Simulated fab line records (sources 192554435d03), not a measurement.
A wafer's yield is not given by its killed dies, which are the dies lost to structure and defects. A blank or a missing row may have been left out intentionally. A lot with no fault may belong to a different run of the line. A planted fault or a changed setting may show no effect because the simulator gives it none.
Matching of chambers ; flow n5Finfet ; N5_MOL_CONTACT_COAG_ETCHBACK_135 on rieDiel-04 has 4 sister chambers
The step etches SiO2 in CHF3, target depth 25 nm, time 16.7 s. 18 wafers are shown with their chamber, then 9 later ones without.

WAFERS PAIRED WITH THEIR CHAMBERS
wafer;chamber;drypumpMotorCurrentA (A);showerheadPlenumPTorr (Torr);oesProductAu (a.u.)
L074.1;2;5.41;2.45;0.71
L074.4;2;5.41;2.45;0.71
L074.6;1;5.90;2.32;0.70
L077.2;3;5.23;2.45;0.76
L077.3;2;5.43;2.45;0.70
L077.5;1;5.87;2.32;0.70
L078.2;1;5.88;2.32;0.69
L078.4;2;5.40;2.45;0.71
L078.5;1;5.89;2.32;0.70
L081.3;3;5.25;2.45;0.75
L081.5;2;5.39;2.45;0.69
L081.6;3;5.23;2.45;0.76
L085.2;0;5.86;2.34;0.96
L085.3;3;5.24;2.44;0.75
L085.4;3;5.24;2.44;0.75
L089.1;0;5.84;2.33;0.94
L089.2;2;5.41;2.44;0.68
L089.4;3;5.25;2.44;0.74

SIGNATURES (averages over the wafers above)
reading;chamber 0;chamber 1;chamber 2;chamber 3;scatter within a chamber
drypumpMotorCurrentA;5.8500;5.8850;5.4083;5.2400;0.0119
showerheadPlenumPTorr;2.3350;2.3200;2.4483;2.4450;0.0045
oesProductAu;0.9500;0.6975;0.7000;0.7517;0.00985
Rule: for each reading, subtract the chamber's mean from the wafer's reading, divide by that reading's scatter and square the result; add these up over the readings and take the root, which gives the wafer's distance from the chamber. If the next closest chamber is less than 2 further off than the closest, the wafer can't be placed; otherwise it belongs to the closest. The scatter: the root of (the sum of the squares of (reading less its chamber's mean) over the shown wafers, divided by (wafers less chambers)).

WAFERS MISSING THEIR CHAMBER
wafer;drypumpMotorCurrentA (A);showerheadPlenumPTorr (Torr);oesProductAu (a.u.)
L090.3;5.88;2.33;0.91
L090.4;5.24;2.44;0.74
L090.6;5.39;2.44;0.68
L093.2;5.89;2.31;0.93
L093.3;5.24;2.43;0.72
L093.6;5.87;2.31;0.93
L096.1;5.42;2.44;1.01
L096.2;5.93;2.31;0.93
L096.5;5.26;2.43;0.72

EACH ONE'S CHAMBER
wafer;from the rows above;in truth
L090.3;0;0
L090.4;3;3
L090.6;2;2
L093.2;0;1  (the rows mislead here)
L093.3;3;3
L093.6;0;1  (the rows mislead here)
L096.1;can't be placed: 3 or 2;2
L096.2;0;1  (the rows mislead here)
L096.5;3;3
Correct placement for 5 of the 9. From these rows, 1 cannot be placed; in 1 the true chamber is one of the candidates. 3 placed wrongly.
